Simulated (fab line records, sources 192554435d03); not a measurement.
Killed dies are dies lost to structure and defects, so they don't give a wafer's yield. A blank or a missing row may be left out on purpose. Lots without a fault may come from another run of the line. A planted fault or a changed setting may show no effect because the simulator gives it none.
Chamber matching | flow n5_finfet | N5_BEOL_M10_PECVD_70 on pecvd-02: 3 sister chambers
The step deposits SiO2 from TEOS/O2, target thk 20 nm, time 22.7 s. 14 wafers are shown with their chamber, then 7 later ones without.

WAFERS WITH THEIR CHAMBER
wafer  | chamber | throttle_valve_pct (%) | showerhead_plenum_p_Torr (Torr) | heater_power_w (W)
L916.1 | 0       | 22.8                   | 8.82                            | 764
L916.3 | 1       | 24.7                   | 8.89                            | 651
L916.5 | 0       | 22.6                   | 8.81                            | 742
L918.1 | 2       | 21.9                   | 8.83                            | 715
L918.3 | 1       | 24.7                   | 8.87                            | 608
L918.6 | 0       | 23.0                   | 8.83                            | 752
L919.1 | 1       | 24.5                   | 8.91                            | 590
L919.3 | 2       | 21.9                   | 8.82                            | 621
L919.5 | 1       | 24.8                   | 8.84                            | 592
L920.2 | 1       | 24.5                   | 8.86                            | 680
L920.4 | 2       | 22.1                   | 8.84                            | 674
L920.5 | 1       | 24.5                   | 8.89                            | 673
L921.3 | 0       | 22.9                   | 8.81                            | 736
L921.4 | 0       | 22.8                   | 8.80                            | 728

SIGNATURES (means of the wafers above)
reading                  | chamber 0 | chamber 1 | chamber 2 | scatter within a chamber
throttle_valve_pct       | 22.820    | 24.617    | 21.967    | 0.136
showerhead_plenum_p_Torr | 8.8140    | 8.8767    | 8.8300    | 0.0187
heater_power_w           | 744.40    | 632.33    | 670.00    | 35.1
Rule: a wafer's distance from a chamber is the root of the sum, over the readings, of the square of ((its reading less the chamber's mean) divided by the reading's scatter). The wafer belongs to the nearest chamber; if the next one is less than 2 further off, it can't be placed. The scatter: the root of (the sum of the squares of (reading less its chamber's mean) over the shown wafers, divided by (wafers less chambers)).

WAFERS WITHOUT THEIR CHAMBER
wafer  | throttle_valve_pct (%) | showerhead_plenum_p_Torr (Torr) | heater_power_w (W)
L921.6 | 21.9                   | 8.83                            | 577
L934.2 | 22.9                   | 8.82                            | 713
L934.5 | 22.0                   | 8.86                            | 649
L934.6 | 24.3                   | 8.88                            | 644
L937.1 | 24.5                   | 8.89                            | 712
L937.5 | 22.8                   | 8.82                            | 761
L937.6 | 24.5                   | 8.88                            | 689

WHICH CHAMBER EACH WENT THROUGH
wafer  | from the rows above | in truth
L921.6 | 2                   | 2
L934.2 | 0                   | 0
L934.5 | 2                   | 2
L934.6 | 1                   | 1
L937.1 | 1                   | 1
L937.5 | 0                   | 0
L937.6 | 1                   | 1
Placed correctly: 7 of 7. Can't be placed from these rows: 0. Placed wrongly: 0.
